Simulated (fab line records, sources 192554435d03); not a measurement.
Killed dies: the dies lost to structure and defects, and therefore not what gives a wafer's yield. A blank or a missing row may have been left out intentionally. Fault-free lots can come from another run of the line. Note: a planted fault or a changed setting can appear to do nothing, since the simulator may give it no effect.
The tool behind it: which one? | flow n5_finfet | Sampling: 24 lots, 72 wafers, 6 of 1938 route steps

== WHAT THE GAUGES READ, wafer by wafer ==
N5_SD_EPI_P_EPI_MEAS_23. Usual: thk_nm at 61.1 nm, with a standard deviation of 1.4.
lot  | measured    | on            | thk_nm (nm)    | flag
L075 | day 3 16:03 | film_metro-02 | 61.5 60.8 60.4 |
L074 | day 3 16:10 | film_metro-01 | 60.1 60.6 61.8 |
L076 | day 4 00:50 | film_metro-02 | 61.0 59.6 61.3 |
L077 | day 4 05:57 | film_metro-01 | 61.9 59.5 61.1 |
L078 | day 4 10:26 | film_metro-01 | 60.9 58.9 60.4 |
L079 | day 4 16:32 | film_metro-01 | 60.8 60.2 58.7 |
L080 | day 4 23:19 | film_metro-01 | 61.0 60.5 62.1 |
L081 | day 5 04:50 | film_metro-01 | 59.8 61.1 60.0 |
L082 | day 5 11:33 | film_metro-02 | 59.6 60.5 61.4 |
L083 | day 5 22:46 | film_metro-02 | 62.1 61.7 64.0 |
L084 | day 6 05:44 | film_metro-01 | 59.1 61.2 59.1 |
L085 | day 6 15:12 | film_metro-02 | 60.1 60.2 59.4 |
L086 | day 6 17:56 | film_metro-02 | 61.0 60.4 60.3 |
L087 | day 6 20:29 | film_metro-01 | 59.6 62.7 60.7 |
L088 | day 7 03:10 | film_metro-02 | 61.8 62.4 61.6 |
L089 | day 7 04:34 | film_metro-01 | 59.1 61.7 62.2 |
L090 | day 7 13:08 | film_metro-01 | 63.0 62.4 60.3 |
L091 | day 7 15:40 | film_metro-02 | 62.8 61.9 61.1 |
L092 | day 8 03:24 | film_metro-01 | 59.4 57.1 59.1 |
L093 | day 8 05:53 | film_metro-02 | 60.6 62.3 61.4 |
L094 | day 8 13:18 | film_metro-02 | 60.6 64.0 61.1 |
L095 | day 8 17:59 | film_metro-02 | 63.2 63.9 62.6 |
L096 | day 9 00:33 | film_metro-01 | 62.9 65.0 62.4 |
L097 | day 9 08:18 | film_metro-02 | 62.1 61.9 62.1 |

N5_ILD0_THK_MEAS_13. Usual: thk_nm at 17.5 nm, with a standard deviation of 0.94.
lot  | measured    | on            | thk_nm (nm)    | flag
L075 | day 3 23:13 | film_metro-02 | 19.3 17.2 18.4 |
L074 | day 3 23:34 | film_metro-01 | 17.9 18.3 17.4 |
L076 | day 4 08:39 | film_metro-02 | 18.4 17.4 17.3 |
L077 | day 4 14:32 | film_metro-01 | 16.2 17.8 16.0 |
L078 | day 4 18:02 | film_metro-01 | 18.6 19.2 18.1 |
L079 | day 5 00:17 | film_metro-02 | 16.8 16.9 17.7 |
L080 | day 5 07:06 | film_metro-02 | 18.0 17.8 18.3 |
L081 | day 5 13:09 | film_metro-02 | 18.7 19.3 19.2 |
L082 | day 5 19:04 | film_metro-02 | 17.4 15.1 15.3 |
L083 | day 6 06:40 | film_metro-01 | 15.1 16.5 16.9 |
L084 | day 6 13:14 | film_metro-01 | 18.3 19.0 18.1 |
L085 | day 6 22:52 | film_metro-01 | 17.3 18.4 18.1 |
L086 | day 7 01:47 | film_metro-02 | 17.6 17.9 17.2 |
L087 | day 7 03:54 | film_metro-01 | 15.4 17.1 16.9 |
L088 | day 7 10:31 | film_metro-01 | 18.2 17.3 18.0 |
L089 | day 7 12:29 | film_metro-01 | 17.7 18.0 20.4 |
L090 | day 7 20:25 | film_metro-02 | 17.3 17.3 17.0 |
L091 | day 7 23:37 | film_metro-02 | 17.6 16.9 17.2 |
L092 | day 8 11:06 | film_metro-02 | 18.5 16.8 17.5 |
L093 | day 8 14:21 | film_metro-02 | 17.2 17.9 16.5 |
L094 | day 8 22:25 | film_metro-02 | 18.1 16.7 18.6 |
L095 | day 9 01:40 | film_metro-02 | 17.8 17.2 16.0 |
L096 | day 9 09:09 | film_metro-01 | 17.2 16.3 16.4 |
L097 | day 9 15:50 | film_metro-01 | 17.5 16.6 16.3 |

N5_SDB_THK_MEAS_31. Usual: SDB_THK typically reads 64.2 nm, with standard deviation 1.1.
lot  | measured    | on            | SDB_THK (nm)   | flag
L075 | day 4 04:21 | film_metro-01 | 62.4 62.7 61.7 |
L074 | day 4 04:40 | film_metro-01 | 62.9 62.6 64.1 |
L076 | day 4 12:58 | film_metro-01 | 64.7 64.2 63.6 |
L077 | day 4 21:33 | film_metro-01 | 63.5 62.9 63.1 |
L078 | day 5 00:36 | film_metro-01 | 63.0 65.6 64.0 |
L079 | day 5 05:37 | film_metro-01 | 63.4 63.3 64.9 |
L080 | day 5 12:32 | film_metro-02 | 64.1 63.3 66.0 |
L081 | day 5 17:49 | film_metro-02 | 65.0 65.3 64.9 |
L082 | day 6 00:08 | film_metro-01 | 63.4 64.0 64.1 |
L083 | day 6 11:23 | film_metro-01 | 64.6 62.6 64.2 |
L084 | day 6 17:50 | film_metro-02 | 63.3 64.1 62.3 |
L085 | day 7 03:26 | film_metro-02 | 63.3 65.0 65.1 |
L086 | day 7 06:34 | film_metro-01 | 62.6 63.6 64.2 |
L087 | day 7 09:14 | film_metro-01 | 65.7 64.3 65.5 |
L088 | day 7 15:01 | film_metro-02 | 64.9 65.2 65.3 |
L089 | day 7 18:10 | film_metro-02 | 63.3 62.9 63.7 |
L090 | day 8 01:25 | film_metro-01 | 64.1 63.3 63.8 |
L091 | day 8 04:05 | film_metro-02 | 63.2 64.7 64.5 |
L092 | day 8 18:31 | film_metro-02 | 67.4 66.1 66.3 |
L093 | day 8 20:47 | film_metro-01 | 64.1 64.7 65.6 |
L094 | day 9 03:22 | film_metro-01 | 63.8 64.5 64.1 |
L095 | day 9 06:12 | film_metro-02 | 64.7 64.5 64.4 |
L096 | day 9 13:31 | film_metro-02 | 64.8 64.5 65.6 |
L097 | day 9 20:20 | film_metro-02 | 64.4 65.2 67.0 |

N5_HKMG_FIN_CD_MEAS_49: target cd 202 nm. Usual: cd_nm at 202.2 nm, with a standard deviation of 0.69.
lot  | measured    | on        | cd_nm (nm)        | flag
L075 | day 4 06:10 | cd_sem-03 | 202.5 203.1 202.3 |
L074 | day 4 06:40 | cd_sem-01 | 202.4 201.6 202.1 |
L076 | day 4 14:26 | cd_sem-02 | 203.8 202.7 201.9 |
L077 | day 4 23:08 | cd_sem-01 | 200.5 201.3 201.3 |
L078 | day 5 02:09 | cd_sem-02 | 201.8 202.3 201.4 |
L079 | day 5 07:10 | cd_sem-02 | 202.2 203.1 203.6 |
L080 | day 5 14:04 | cd_sem-01 | 202.3 202.8 201.0 |
L081 | day 5 19:23 | cd_sem-01 | 202.0 201.8 203.2 |
L082 | day 6 01:41 | cd_sem-03 | 202.0 202.3 201.7 |
L083 | day 6 12:52 | cd_sem-02 | 203.1 202.8 201.5 |
L084 | day 6 19:37 | cd_sem-03 | 202.7 203.2 203.1 |
L085 | day 7 05:02 | cd_sem-01 | 203.3 202.0 202.7 |
L086 | day 7 07:59 | cd_sem-02 | 201.6 201.9 201.4 |
L087 | day 7 10:46 | cd_sem-03 | 202.8 201.6 202.4 |
L088 | day 7 16:32 | cd_sem-03 | 202.0 202.9 202.3 |
L089 | day 7 19:46 | cd_sem-03 | 201.3 201.5 202.2 |
L090 | day 8 03:19 | cd_sem-01 | 202.8 201.5 201.6 |
L091 | day 8 05:51 | cd_sem-02 | 202.7 203.2 202.8 |
L092 | day 8 20:06 | cd_sem-03 | 202.0 202.0 200.9 |
L093 | day 8 22:25 | cd_sem-01 | 201.9 201.6 201.2 |
L094 | day 9 04:56 | cd_sem-01 | 202.5 202.9 202.3 |
L095 | day 9 07:59 | cd_sem-02 | 201.1 202.0 202.1 |
L096 | day 9 15:07 | cd_sem-01 | 201.4 202.7 202.6 |
L097 | day 9 21:53 | cd_sem-01 | 201.0 201.4 200.9 |

== EACH LOT AND THE TOOL THAT RAN IT (in order: tool; ch and the chambers of the sampled wafers; start) ==
lot  | N5_SDB_DESCUM_16                  | N5_SDB_ETCH_17
L075 | rie_diel-05 ch 0,1,2, day 3 23:49 | rie_diel-05 ch 0,1,2, day 3 23:51
L074 | rie_diel-03 ch 0,2,3, day 4 00:31 | rie_diel-03 ch 0,2,3, day 4 00:34
L076 | rie_diel-01 ch 1,2,3, day 4 09:08 | rie_diel-01 ch 1,2,3, day 4 09:10
L077 | rie_diel-01 ch 0,1, day 4 16:08   | rie_diel-01 ch 0,1, day 4 16:10
L078 | rie_diel-01 ch 0,2,3, day 4 18:45 | rie_diel-01 ch 0,2,3, day 4 18:47
L079 | rie_diel-01 ch 2,3, day 5 00:53   | rie_diel-01 ch 2,3, day 5 00:55
L080 | rie_diel-03 ch 0,1, day 5 07:58   | rie_diel-03 ch 0,1, day 5 08:01
L081 | rie_diel-01 ch 0,1,3, day 5 13:40 | rie_diel-01 ch 0,1,3, day 5 13:43
L082 | rie_diel-05 ch 1,2, day 5 20:10   | rie_diel-05 ch 1,2, day 5 20:12
L083 | rie_diel-03 ch 0,2,3, day 6 07:08 | rie_diel-03 ch 0,2,3, day 6 07:10
L084 | rie_diel-05 ch 0,3, day 6 13:50   | rie_diel-05 ch 0,3, day 6 13:53
L085 | rie_diel-03 ch 2,3, day 6 23:21   | rie_diel-03 ch 2,3, day 6 23:24
L086 | rie_diel-05 ch 1,2, day 7 02:23   | rie_diel-05 ch 1,2, day 7 02:25
L087 | rie_diel-05 ch 0,3, day 7 04:30   | rie_diel-05 ch 0,3, day 7 04:32
L088 | rie_diel-03 ch 1,2, day 7 11:11   | rie_diel-03 ch 1,2, day 7 11:14
L089 | rie_diel-03 ch 1,2, day 7 13:37   | rie_diel-03 ch 1,2, day 7 13:40
L090 | rie_diel-01 ch 0,1,3, day 7 21:16 | rie_diel-01 ch 0,1,3, day 7 21:18
L091 | rie_diel-05 ch 1,2,3, day 8 00:15 | rie_diel-05 ch 1,2,3, day 8 00:17
L092 | rie_diel-05 ch 0,1,3, day 8 11:35 | rie_diel-05 ch 0,1,3, day 8 11:37
L093 | rie_diel-03 ch 0,2, day 8 14:49   | rie_diel-03 ch 0,2, day 8 14:52
L094 | rie_diel-05 ch 1,2,3, day 8 23:01 | rie_diel-05 ch 1,2,3, day 8 23:04
L095 | rie_diel-03 ch 0,2,3, day 9 02:17 | rie_diel-03 ch 0,2,3, day 9 02:19
L096 | rie_diel-03 ch 0,1, day 9 09:37   | rie_diel-03 ch 0,1, day 9 09:40
L097 | rie_diel-03 ch 2,3, day 9 16:30   | rie_diel-03 ch 2,3, day 9 16:32
- N5_SDB_DESCUM_16: chemistry O2, time 7.9 s.
- N5_SDB_ETCH_17: etches SiARC in CF4, target depth 23.4 nm, time 39 s.

== AS READ BY THE TOOLS THEMSELVES (means over the sampled wafers that have a number; for cases with no such wafer, the mark the record gives instead) ==
N5_SDB_DESCUM_16. Usual: drypump_motor_current_A 5.7 A, standard deviation 0.46; oes_product_au 0.76 a.u., standard deviation 0.079; rf_vpp_V 244.0 V, standard deviation 1; showerhead_plenum_p_Torr 2.15 Torr, standard deviation 0.041; temp_c 40.02 C, standard deviation 0.1; throttle_valve_pct 20.37 %, standard deviation 0.23.
lot  | tool        | drypump_motor_current_A (A) | oes_product_au (a.u.) | rf_vpp_V (V) | showerhead_plenum_p_Torr (Torr) | temp_c (C) | throttle_valve_pct (%) | flag
L075 | rie_diel-05 | 5.8                         | 0.73                  | 243.1        | 2.14                            | 40.01      | 20.21                  |
L074 | rie_diel-03 | 5.4                         | 0.83                  | 245.0        | 2.20                            | 40.02      | 20.27                  |
L076 | rie_diel-01 | 5.7                         | 0.76                  | 243.8        | 2.17                            | 40.06      | 20.49                  |
L077 | rie_diel-01 | 5.9                         | 0.80                  | 244.7        | 2.20                            | 40.10      | 20.30                  |
L078 | rie_diel-01 | 6.0                         | 0.74                  | 244.1        | 2.17                            | 40.03      | 20.49                  |
L079 | rie_diel-01 | 5.6                         | 0.71                  | 245.1        | 2.16                            | 40.08      | 20.72                  |
L080 | rie_diel-03 | 5.7                         | 0.95                  | 243.5        | 2.21                            | 39.94      | 20.30                  |
L081 | rie_diel-01 | 6.1                         | 0.77                  | 245.0        | 2.18                            | 39.99      | 20.29                  |
L082 | rie_diel-05 | 5.4                         | 0.75                  | 243.3        | 2.11                            | 40.06      | 20.22                  |
L083 | rie_diel-03 | 5.5                         | 0.78                  | 244.8        | 2.19                            | 40.01      | 20.30                  |
L084 | rie_diel-05 | 6.0                         | 0.70                  | 243.2        | 2.10                            | 40.15      | 20.58                  |
L085 | rie_diel-03 | 5.3                         | 0.70                  | 244.4        | 2.17                            | 40.03      | 20.30                  |
L086 | rie_diel-05 | 5.4                         | 0.74                  | 244.1        | 2.11                            | 39.97      | 20.21                  |
L087 | rie_diel-05 | 5.9                         | 0.69                  | 243.8        | 2.09                            | 40.03      | 20.59                  |
L088 | rie_diel-03 | 5.3                         | 0.75                  | 243.8        | 2.16                            | 39.96      | 20.33                  |
L089 | rie_diel-03 | 5.3                         | 0.76                  | 244.8        | 2.16                            | 39.87      | 20.34                  |
L090 | rie_diel-01 | 6.1                         | 0.75                  | 243.9        | 2.17                            | 39.99      | 20.31                  |
L091 | rie_diel-05 | 5.6                         | 0.71                  | 243.6        | 2.10                            | 39.97      | 20.48                  |
L092 | rie_diel-05 | 5.7                         | 0.72                  | 243.6        | 2.10                            | 39.99      | 20.36                  |
L093 | rie_diel-03 | 5.5                         | 0.75                  | 244.5        | 2.18                            | 39.91      | 20.29                  |
L094 | rie_diel-05 | 5.6                         | 0.70                  | 243.8        | 2.10                            | 39.99      | 20.48                  |
L095 | rie_diel-03 | 5.5                         | 0.76                  | 244.8        | 2.18                            | 40.08      | 20.34                  |
L096 | rie_diel-03 | 5.5                         | 0.87                  | 243.9        | 2.17                            | 40.02      | 20.43                  |
L097 | rie_diel-03 | 5.2                         | 0.68                  | 243.3        | 2.16                            | 40.03      | 20.39                  |

N5_SDB_ETCH_17. Usual: drypump_motor_current_A 5.6 A, standard deviation 0.46; etch_rf_on_time_s 39.4 s, standard deviation 0.86; mfc_ar_sccm 100.0 sccm, standard deviation 0.31; oes_product_au 0.64 a.u., standard deviation 0.063; rf_vpp_V 184.9 V, standard deviation 0.95; showerhead_plenum_p_Torr 2.20 Torr, standard deviation 0.041; throttle_valve_pct 15.56 %, standard deviation 0.23.
lot  | tool        | drypump_motor_current_A (A) | etch_rf_on_time_s (s) | mfc_ar_sccm (sccm) | oes_product_au (a.u.) | rf_vpp_V (V) | showerhead_plenum_p_Torr (Torr) | throttle_valve_pct (%) | flag
L075 | rie_diel-05 | 5.8                         | 38.7                  | 100.0              | 0.64                  | 185.2        | 2.19                            | 15.47                  |
L074 | rie_diel-03 | 5.5                         | 39.8                  | 99.8               | 0.69                  | 185.3        | 2.24                            | 15.44                  |
L076 | rie_diel-01 | 5.7                         | 39.6                  | 100.1              | 0.65                  | 185.1        | 2.22                            | 15.71                  |
L077 | rie_diel-01 | 5.9                         | 38.3                  | 99.8               | 0.69                  | 185.4        | 2.24                            | 15.41                  |
L078 | rie_diel-01 | 6.0                         | 39.5                  | 99.9               | 0.63                  | 184.7        | 2.22                            | 15.73                  |
L079 | rie_diel-01 | 5.6                         | 40.0                  | 99.9               | 0.60                  | 184.7        | 2.20                            | 15.93                  |
L080 | rie_diel-03 | 5.7                         | 39.3                  | 99.6               | 0.79                  | 186.1        | 2.25                            | 15.45                  |
L081 | rie_diel-01 | 6.1                         | 38.5                  | 100.2              | 0.66                  | 185.3        | 2.23                            | 15.53                  |
L082 | rie_diel-05 | 5.4                         | 38.1                  | 100.3              | 0.65                  | 184.7        | 2.16                            | 15.43                  |
L083 | rie_diel-03 | 5.5                         | 39.7                  | 99.9               | 0.65                  | 185.7        | 2.23                            | 15.47                  |
L084 | rie_diel-05 | 6.0                         | 40.1                  | 100.1              | 0.59                  | 183.7        | 2.14                            | 15.77                  |
L085 | rie_diel-03 | 5.3                         | 38.8                  | 99.9               | 0.61                  | 184.5        | 2.21                            | 15.50                  |
L086 | rie_diel-05 | 5.4                         | 39.3                  | 99.8               | 0.64                  | 183.8        | 2.16                            | 15.45                  |
L087 | rie_diel-05 | 6.0                         | 40.3                  | 99.9               | 0.59                  | 184.5        | 2.14                            | 15.76                  |
L088 | rie_diel-03 | 5.3                         | 39.3                  | 100.5              | 0.64                  | 184.1        | 2.20                            | 15.49                  |
L089 | rie_diel-03 | 5.3                         | 38.7                  | 99.8               | 0.64                  | 184.5        | 2.20                            | 15.50                  |
L090 | rie_diel-01 | 6.1                         | 38.5                  | 100.2              | 0.64                  | 185.2        | 2.22                            | 15.58                  |
L091 | rie_diel-05 | 5.5                         | 39.1                  | 100.0              | 0.61                  | 184.4        | 2.15                            | 15.69                  |
L092 | rie_diel-05 | 5.7                         | 39.2                  | 100.1              | 0.61                  | 184.9        | 2.15                            | 15.53                  |
L093 | rie_diel-03 | 5.5                         | 39.3                  | 99.9               | 0.64                  | 185.0        | 2.23                            | 15.47                  |
L094 | rie_diel-05 | 5.6                         | 39.4                  | 100.3              | 0.60                  | 184.9        | 2.15                            | 15.71                  |
L095 | rie_diel-03 | 5.5                         | 39.8                  | 100.0              | 0.63                  | 185.1        | 2.22                            | 15.52                  |
L096 | rie_diel-03 | 5.5                         | 40.0                  | 99.7               | 0.73                  | 185.1        | 2.21                            | 15.54                  |
L097 | rie_diel-03 | 5.2                         | 40.4                  | 100.2              | 0.58                  | 185.3        | 2.20                            | 15.58                  |

== THE ANSWER, worked out from the rows above alone ==
Rule: a lot is off if the mean of its wafers that have a number lies more than 3 standard deviations from the usual mean. Also off: a lot with no number at a reading for which 4 or more lots have one. Where the step has rows for the other lots, those lots are counted as sound. First the gauges in route order, then the tools' own readings, where a lot's mean is used as printed above. The first step at which some lot is off is used, and at that step the reading that is off furthest; a lot without a number counts as furthest.
None of the lots is off at any reading shown; this tells nothing.

== WHAT THE SIMULATOR PUT IN ==
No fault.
